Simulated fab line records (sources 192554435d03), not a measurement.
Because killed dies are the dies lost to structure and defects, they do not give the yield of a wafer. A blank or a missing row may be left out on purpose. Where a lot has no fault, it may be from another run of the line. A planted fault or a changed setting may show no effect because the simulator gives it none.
Matching of chambers / flow n5 finfet / rie diel-05 running N5_BEOL_M10_DESCUM_33: 4 sister chambers
The step chemistry O2, time 7.9 s. 8 wafers are shown with their chamber, then 9 later ones without.

## WAFERS, EACH WITH ITS CHAMBER
wafer=L085.1; chamber=2; drypump motor current A (A)=5.4; throttle valve pct (%)=20.04
wafer=L091.1; chamber=0; drypump motor current A (A)=5.2; throttle valve pct (%)=20.30
wafer=L090.2; chamber=2; drypump motor current A (A)=5.4; throttle valve pct (%)=20.08
wafer=L090.4; chamber=3; drypump motor current A (A)=5.3; throttle valve pct (%)=20.19
wafer=L090.5; chamber=1; drypump motor current A (A)=6.4; throttle valve pct (%)=20.05
wafer=L093.1; chamber=1; drypump motor current A (A)=6.4; throttle valve pct (%)=20.05
wafer=L093.5; chamber=0; drypump motor current A (A)=5.2; throttle valve pct (%)=20.33
wafer=L093.6; chamber=3; drypump motor current A (A)=5.2; throttle valve pct (%)=20.19

## WAFERS WITHOUT THEIR CHAMBER
wafer=L094.2; drypump motor current A (A)=6.4; throttle valve pct (%)=20.05
wafer=L094.3; drypump motor current A (A)=5.4; throttle valve pct (%)=20.07
wafer=L094.4; drypump motor current A (A)=5.3; throttle valve pct (%)=20.19
wafer=L092.1; drypump motor current A (A)=5.4; throttle valve pct (%)=20.08
wafer=L092.4; drypump motor current A (A)=5.2; throttle valve pct (%)=20.20
wafer=L092.6; drypump motor current A (A)=5.3; throttle valve pct (%)=20.21
wafer=L095.2; drypump motor current A (A)=5.3; throttle valve pct (%)=20.21
wafer=L095.3; drypump motor current A (A)=5.4; throttle valve pct (%)=20.12
wafer=L095.5; drypump motor current A (A)=5.2; throttle valve pct (%)=20.22

## THE CHAMBER EACH PASSED THROUGH
wafer=L094.2; from the rows above=1; in truth=1
wafer=L094.3; from the rows above=2; in truth=2
wafer=L094.4; from the rows above=3; in truth=3
wafer=L092.1; from the rows above=2; in truth=2
wafer=L092.4; from the rows above=3; in truth=3
wafer=L092.6; from the rows above=3; in truth=3
wafer=L095.2; from the rows above=3; in truth=3
wafer=L095.3; from the rows above=2; in truth=2
wafer=L095.5; from the rows above=3; in truth=3
Correctly placed: 9 of 9. From these rows, 0 cannot be placed. 0 placed wrongly.
How it was worked out, from the rows above alone: a wafer's distance from a chamber is the root of the sum, over the readings, of the square of ((its reading less the chamber's mean) divided by the reading's scatter). If the next closest chamber is less than 2 further off than the closest, the wafer can't be placed; otherwise it belongs to the closest. For every chamber, the mean is computed from those of its wafers that are shown. The scatter: take each reading less its chamber's mean, square it, sum over the shown wafers, divide by the number of wafers less the number of chambers, and take the root.
